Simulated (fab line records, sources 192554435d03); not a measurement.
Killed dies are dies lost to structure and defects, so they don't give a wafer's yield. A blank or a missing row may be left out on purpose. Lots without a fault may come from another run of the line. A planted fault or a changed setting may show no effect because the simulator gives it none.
Split-lot experiment | flow n5_finfet | 7 lots, 21 wafers read, on a route of 1938 steps

THE SPLIT
At N5_BEOL_M9_ILD_DEP_00 (deposits SiCOH lowk from DEMS/porogen, target thk 308.51 nm, time 58 s), the setting time_s was moved away from the recipe's 58 s on 6 of the 21 wafers read, by -11.1% to +11.8%. The other wafers ran this setting at the recipe's value.

FROM THE SPLIT TO THE READING: what the file shows between them, 1 step
- N5_BEOL_M9_CURE_71: cures SiCOH lowk, time 240 s

THE READING
M9_ILD_THK, in nm, at N5_BEOL_M9_THK_MEAS_01. Fault-free wafers of this fab line usually give 269 nm, standard deviation 4.7 nm.

wafer  | tool, chamber at the split | time_s as run, s | against the recipe | M9_ILD_THK, nm | against lot-mates on the recipe
L076.2 | pecvd-04, 0                | 58               | recipe             | 269            | -
L076.4 | pecvd-04, 1                | 64.73            | +11.6%             | 303            | +34
L076.5 | pecvd-04, 1                | 64.73            | +11.6%             | 302            | +33
L086.1 | pecvd-02, 2                | 51.54            | -11.1%             | 235            | -28
L086.5 | pecvd-02, 1                | 58               | recipe             | 263            | -
L086.6 | pecvd-02, 2                | 51.54            | -11.1%             | 239            | -24
L085.1 | pecvd-04, 2                | 58               | recipe             | 263            | -
L085.2 | pecvd-04, 0                | 58               | recipe             | 270            | -
L085.4 | pecvd-04, 2                | 58               | recipe             | 266            | -
L087.1 | pecvd-01, 1                | 64.84            | +11.8%             | 299            | +28
L087.4 | pecvd-01, 0                | 58               | recipe             | 270            | -
L087.6 | pecvd-01, 1                | 58               | recipe             | 272            | -
L091.2 | pecvd-02, 0                | 58               | recipe             | 262            | -
L091.3 | pecvd-02, 2                | 58               | recipe             | 265            | -
L091.4 | pecvd-02, 1                | 58               | recipe             | 258            | -
L095.1 | pecvd-04, 1                | 64.68            | +11.5%             | 291            | +26
L095.3 | pecvd-04, 0                | 58               | recipe             | 264            | -
L095.4 | pecvd-04, 0                | 58               | recipe             | 265            | -
L096.2 | pecvd-01, 1                | 58               | recipe             | 270            | -
L096.3 | pecvd-01, 2                | 58               | recipe             | 269            | -
L096.5 | pecvd-01, 0                | 58               | recipe             | 276            | -

THE FIT
A straight line over all 21 wafers: M9_ILD_THK changes by +2.72 nm for each +1% of time_s; r = +0.97; the points scatter about the line by 4.5 nm.
The same after taking each lot's own level away (the mean of its wafers on the recipe; 21 wafers): +2.51 nm for each +1%; r = +0.99; scatter 2.7 nm.
On that fit, the largest move of time_s shifts the reading by 30 nm.
The lots' own levels span 261.7 to 271.7 nm, that is 2.1 times the standard deviation above.
So the lot-to-lot level changes the slope little: the two slopes agree.
Check: with one of the wafers moved furthest among these (+11.8%) left out of the fit, the line predicts +30.5 nm for it against its lot-mates. It came out at +28 nm against them.

OTHER SPLITS ON THESE WAFERS
These wafers also went through other splits before the reading. Each is held against what the fit with the lots' levels taken away leaves over:
other split on the same wafers | wafers away from the commonest value | r with M9_ILD_THK (lot level and that fit taken away)
N5_BEOL_M7_EXPOSE_25 dose_mj   | 6                                    | -0.28

THE WHOLE CHAIN: every reading that the file lists as answering this split, in the file's order
step                   | what it does                                                           | reading                                                                                  | change (the file's fit)              | r (the file's)
N5_BEOL_M9_ILD_DEP_00  | deposits SiCOH lowk from DEMS/porogen, target thk 308.51 nm, time 58 s | SiCOH_lowk_of_BEOL_M9_ILD_DEP_00.thk_nm (the simulator's own value, which no gauge read) | +2.8 nm for each +1% of the setting  | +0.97
N5_BEOL_M9_CURE_71     | cures SiCOH lowk, time 240 s                                           | SiCOH_lowk_of_BEOL_M9_ILD_DEP_00.thk_nm (the simulator's own value, which no gauge read) | +2.47 nm for each +1% of the setting | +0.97
N5_BEOL_M9_THK_MEAS_01 |                                                                        | M9_ILD_THK                                                                               | +2.48 for each +1% of the setting    | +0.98

THE FILE'S OWN FIT
M9_ILD_THK changes by +2.48 nm for each +1% of time_s, r = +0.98.
